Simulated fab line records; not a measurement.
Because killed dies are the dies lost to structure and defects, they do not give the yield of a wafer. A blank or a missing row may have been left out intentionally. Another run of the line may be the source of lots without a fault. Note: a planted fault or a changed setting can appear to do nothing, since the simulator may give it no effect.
Split-lot experiment || flow n5-finfet || 39 wafers read across 7 lots, on a route 1938 steps long

== THE SPLIT ==
At N5_FIN_SAQP_HM_DEP_03 (deposits SiNx from SiH4/NH3/N2, target thk 38 nm, time 33.6 s), the setting time-s was moved away from the recipe's 33.6 s on 12 of the 39 wafers read, by -44.0% to +39.8%. The other wafers ran this setting at the recipe's value.

== FROM THE SPLIT TO THE READING: what the file shows between them, 6 steps ==
- N5_FIN_SAQP_THK_MEAS_05
- N5_FIN_SAQP_PECVD_47: deposits a-Si from SiH4/He, target thk 45 nm, time 36.3 s
- N5_FIN_SAQP_PECVD_48: deposits SiNx from SiH4/NH3/N2, target thk 25 nm, time 22.1 s
- N5_FIN_SAQP_SPACER2_ALD_28: deposits SiO2, target thk 8.1 nm, pulse time 1 s, purge time 2 s
- N5_FIN_SAQP_SPACER2_ETCHBACK_29: etches SiO2 in CHF3/O2, target depth 12.2 nm, time 6.1 s
- N5_FIN_SAQP_MANDREL2_REMOVE_60: chemistry HBr/Cl2/O2, target a-Si, stops on SiNx, bt time 10 s

== THE READING ==
etch.depth-nm (the simulator's own value, which no gauge read), in nm, at N5_FIN_SAQP_HM_OPEN_33 (chemistry CH3F/O2, target SiNx, target depth 49.4 nm, time 70.6 s). No usual value for it is given in the file. Here, 27 wafers ran the recipe; their average is 37.36 nm with a standard deviation of 0.48 nm.

{"wafer": "L074.1", "tool, chamber at the split": "pecvd-04, 1", "time-s as run, s": 33.6, "against the recipe": "recipe", "etch.depth-nm, nm": 37.24, "against lot-mates on the recipe": "-"}
{"wafer": "L074.2", "tool, chamber at the split": "pecvd-04, 0", "time-s as run, s": 33.6, "against the recipe": "recipe", "etch.depth-nm, nm": 37.55, "against lot-mates on the recipe": "-"}
{"wafer": "L074.5", "tool, chamber at the split": "pecvd-04, 2", "time-s as run, s": 33.6, "against the recipe": "recipe", "etch.depth-nm, nm": 37.44, "against lot-mates on the recipe": "-"}
{"wafer": "L080.1", "tool, chamber at the split": "pecvd-03, 2", "time-s as run, s": 22.73, "against the recipe": "-32.4%", "etch.depth-nm, nm": 24.54, "against lot-mates on the recipe": -12.74}
{"wafer": "L080.2", "tool, chamber at the split": "pecvd-03, 0", "time-s as run, s": 33.6, "against the recipe": "recipe", "etch.depth-nm, nm": 37, "against lot-mates on the recipe": "-"}
{"wafer": "L080.3", "tool, chamber at the split": "pecvd-03, 1", "time-s as run, s": 22.73, "against the recipe": "-32.4%", "etch.depth-nm, nm": 24.86, "against lot-mates on the recipe": -12.42}
{"wafer": "L080.4", "tool, chamber at the split": "pecvd-03, 1", "time-s as run, s": 22.73, "against the recipe": "-32.4%", "etch.depth-nm, nm": 25.37, "against lot-mates on the recipe": -11.91}
{"wafer": "L080.5", "tool, chamber at the split": "pecvd-03, 0", "time-s as run, s": 33.6, "against the recipe": "recipe", "etch.depth-nm, nm": 37.69, "against lot-mates on the recipe": "-"}
{"wafer": "L080.6", "tool, chamber at the split": "pecvd-03, 2", "time-s as run, s": 33.6, "against the recipe": "recipe", "etch.depth-nm, nm": 37.15, "against lot-mates on the recipe": "-"}
{"wafer": "L081.1", "tool, chamber at the split": "pecvd-03, 2", "time-s as run, s": 33.6, "against the recipe": "recipe", "etch.depth-nm, nm": 37.14, "against lot-mates on the recipe": "-"}
{"wafer": "L081.2", "tool, chamber at the split": "pecvd-03, 1", "time-s as run, s": 33.6, "against the recipe": "recipe", "etch.depth-nm, nm": 36.97, "against lot-mates on the recipe": "-"}
{"wafer": "L081.3", "tool, chamber at the split": "pecvd-03, 0", "time-s as run, s": 33.6, "against the recipe": "recipe", "etch.depth-nm, nm": 37.63, "against lot-mates on the recipe": "-"}
{"wafer": "L081.4", "tool, chamber at the split": "pecvd-03, 1", "time-s as run, s": 33.6, "against the recipe": "recipe", "etch.depth-nm, nm": 38.06, "against lot-mates on the recipe": "-"}
{"wafer": "L081.5", "tool, chamber at the split": "pecvd-03, 0", "time-s as run, s": 33.6, "against the recipe": "recipe", "etch.depth-nm, nm": 37.74, "against lot-mates on the recipe": "-"}
{"wafer": "L081.6", "tool, chamber at the split": "pecvd-03, 2", "time-s as run, s": 33.6, "against the recipe": "recipe", "etch.depth-nm, nm": 37.22, "against lot-mates on the recipe": "-"}
{"wafer": "L086.1", "tool, chamber at the split": "pecvd-02, 0", "time-s as run, s": 46.96, "against the recipe": "+39.8%", "etch.depth-nm, nm": 52.24, "against lot-mates on the recipe": "+14.68"}
{"wafer": "L086.2", "tool, chamber at the split": "pecvd-02, 1", "time-s as run, s": 46.96, "against the recipe": "+39.8%", "etch.depth-nm, nm": 51.94, "against lot-mates on the recipe": "+14.38"}
{"wafer": "L086.3", "tool, chamber at the split": "pecvd-02, 2", "time-s as run, s": 33.6, "against the recipe": "recipe", "etch.depth-nm, nm": 36.95, "against lot-mates on the recipe": "-"}
{"wafer": "L086.4", "tool, chamber at the split": "pecvd-02, 1", "time-s as run, s": 33.6, "against the recipe": "recipe", "etch.depth-nm, nm": 37.6, "against lot-mates on the recipe": "-"}
{"wafer": "L086.5", "tool, chamber at the split": "pecvd-02, 2", "time-s as run, s": 33.6, "against the recipe": "recipe", "etch.depth-nm, nm": 38.13, "against lot-mates on the recipe": "-"}
{"wafer": "L086.6", "tool, chamber at the split": "pecvd-02, 0", "time-s as run, s": 46.96, "against the recipe": "+39.8%", "etch.depth-nm, nm": 52.72, "against lot-mates on the recipe": "+15.16"}
{"wafer": "L088.1", "tool, chamber at the split": "pecvd-02, 0", "time-s as run, s": 25.82, "against the recipe": "-23.2%", "etch.depth-nm, nm": 28.2, "against lot-mates on the recipe": -9.51}
{"wafer": "L088.2", "tool, chamber at the split": "pecvd-02, 2", "time-s as run, s": 25.82, "against the recipe": "-23.2%", "etch.depth-nm, nm": 28.66, "against lot-mates on the recipe": -9.05}
{"wafer": "L088.3", "tool, chamber at the split": "pecvd-02, 1", "time-s as run, s": 33.6, "against the recipe": "recipe", "etch.depth-nm, nm": 37.09, "against lot-mates on the recipe": "-"}
{"wafer": "L088.4", "tool, chamber at the split": "pecvd-02, 0", "time-s as run, s": 33.6, "against the recipe": "recipe", "etch.depth-nm, nm": 37.67, "against lot-mates on the recipe": "-"}
{"wafer": "L088.5", "tool, chamber at the split": "pecvd-02, 2", "time-s as run, s": 33.6, "against the recipe": "recipe", "etch.depth-nm, nm": 38.36, "against lot-mates on the recipe": "-"}
{"wafer": "L088.6", "tool, chamber at the split": "pecvd-02, 1", "time-s as run, s": 25.82, "against the recipe": "-23.2%", "etch.depth-nm, nm": 29.5, "against lot-mates on the recipe": -8.21}
{"wafer": "L093.1", "tool, chamber at the split": "pecvd-04, 1", "time-s as run, s": 33.6, "against the recipe": "recipe", "etch.depth-nm, nm": 36.88, "against lot-mates on the recipe": "-"}
{"wafer": "L093.2", "tool, chamber at the split": "pecvd-04, 2", "time-s as run, s": 33.6, "against the recipe": "recipe", "etch.depth-nm, nm": 36.64, "against lot-mates on the recipe": "-"}
{"wafer": "L093.3", "tool, chamber at the split": "pecvd-04, 1", "time-s as run, s": 33.6, "against the recipe": "recipe", "etch.depth-nm, nm": 37.57, "against lot-mates on the recipe": "-"}
{"wafer": "L093.4", "tool, chamber at the split": "pecvd-04, 2", "time-s as run, s": 33.6, "against the recipe": "recipe", "etch.depth-nm, nm": 37.12, "against lot-mates on the recipe": "-"}
{"wafer": "L093.5", "tool, chamber at the split": "pecvd-04, 2", "time-s as run, s": 33.6, "against the recipe": "recipe", "etch.depth-nm, nm": 37.49, "against lot-mates on the recipe": "-"}
{"wafer": "L093.6", "tool, chamber at the split": "pecvd-04, 1", "time-s as run, s": 33.6, "against the recipe": "recipe", "etch.depth-nm, nm": 38.15, "against lot-mates on the recipe": "-"}
{"wafer": "L096.1", "tool, chamber at the split": "pecvd-04, 2", "time-s as run, s": 18.82, "against the recipe": "-44.0%", "etch.depth-nm, nm": 20.18, "against lot-mates on the recipe": -16.60}
{"wafer": "L096.2", "tool, chamber at the split": "pecvd-04, 1", "time-s as run, s": 33.6, "against the recipe": "recipe", "etch.depth-nm, nm": 36.31, "against lot-mates on the recipe": "-"}
{"wafer": "L096.3", "tool, chamber at the split": "pecvd-04, 1", "time-s as run, s": 33.6, "against the recipe": "recipe", "etch.depth-nm, nm": 37.06, "against lot-mates on the recipe": "-"}
{"wafer": "L096.4", "tool, chamber at the split": "pecvd-04, 2", "time-s as run, s": 33.6, "against the recipe": "recipe", "etch.depth-nm, nm": 36.96, "against lot-mates on the recipe": "-"}
{"wafer": "L096.5", "tool, chamber at the split": "pecvd-04, 2", "time-s as run, s": 18.82, "against the recipe": "-44.0%", "etch.depth-nm, nm": 20.56, "against lot-mates on the recipe": -16.22}
{"wafer": "L096.6", "tool, chamber at the split": "pecvd-04, 1", "time-s as run, s": 18.82, "against the recipe": "-44.0%", "etch.depth-nm, nm": 20.63, "against lot-mates on the recipe": -16.15}

FIT RESULTS
A straight line over all 39 wafers: etch.depth-nm changes by +0.38 nm for each +1% of time-s; r = +1.00; the points scatter about the line by 0.47 nm.
The same after taking each lot's own level away (the mean of its wafers on the recipe; 39 wafers): +0.374 nm for each +1%; r = +1.00; scatter 0.42 nm.
That fit puts the effect of the largest move of time-s on the reading at 16 nm.
From 36.777 to 37.707 nm: that is the span of the lots' own levels, equal to 2.0 times the standard deviation above.
Consequently the slope shifts little with the lot-to-lot level, the two slopes agreeing.
Check: for one of the wafers moved furthest among these (-44.0%), held out of the fit, the line's prediction against its lot-mates is -16.5 nm. Against them it came out at -16.6 nm.

== OTHER SPLITS APPLIED TO THESE WAFERS ==
These wafers also went through other splits before the reading. Each is held against what the fit with the lots' levels taken away leaves over:
{"other split on the same wafers": "N5_ZERO_LAYER_PECVD_02 time-s", "wafers away from the commonest value": 12, "r with etch.depth-nm (lot level and that fit taken away)": "+0.04"}

== THE WHOLE CHAIN: every reading that the file lists as answering this split, in the file's order ==
{"step": "N5_FIN_SAQP_HM_DEP_03", "what it does": "deposits SiNx from SiH4/NH3/N2, target thk 38 nm, time 33.6 s", "reading": "SiNx_of_FIN_SAQP_HM_DEP_03.thk-nm (the simulator's own value, which no gauge read)", "change (the file's fit)": "+0.375 nm for each +1% of the setting", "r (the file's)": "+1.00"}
{"step": "N5_FIN_SAQP_THK_MEAS_05", "what it does": "", "reading": "thk-nm", "change (the file's fit)": "withheld for each +1% of the setting", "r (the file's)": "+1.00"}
{"step": "N5_FIN_SAQP_MANDREL2_REMOVE_60", "what it does": "chemistry HBr/Cl2/O2, target a-Si, stops on SiNx, bt time 10 s", "reading": "SiNx_of_FIN_SAQP_HM_DEP_03.thk-nm (the simulator's own value, which no gauge read)", "change (the file's fit)": "+0.374 nm for each +1% of the setting", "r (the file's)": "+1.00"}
{"step": "N5_FIN_SAQP_HM_OPEN_33", "what it does": "chemistry CH3F/O2, target SiNx, target depth 49.4 nm, time 70.6 s", "reading": "etch-rf-on-time-s", "change (the file's fit)": "withheld for each +1% of the setting", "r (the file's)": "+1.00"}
{"step": "N5_FIN_SAQP_HM_OPEN_33", "what it does": "chemistry CH3F/O2, target SiNx, target depth 49.4 nm, time 70.6 s", "reading": "etch.depth-nm (the simulator's own value, which no gauge read)", "change (the file's fit)": "+0.375 nm for each +1% of the setting", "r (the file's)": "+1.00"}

== THE FILE'S OWN FIT ==
etch.depth-nm changes by +0.375 nm for each +1% of time-s, r = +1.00.
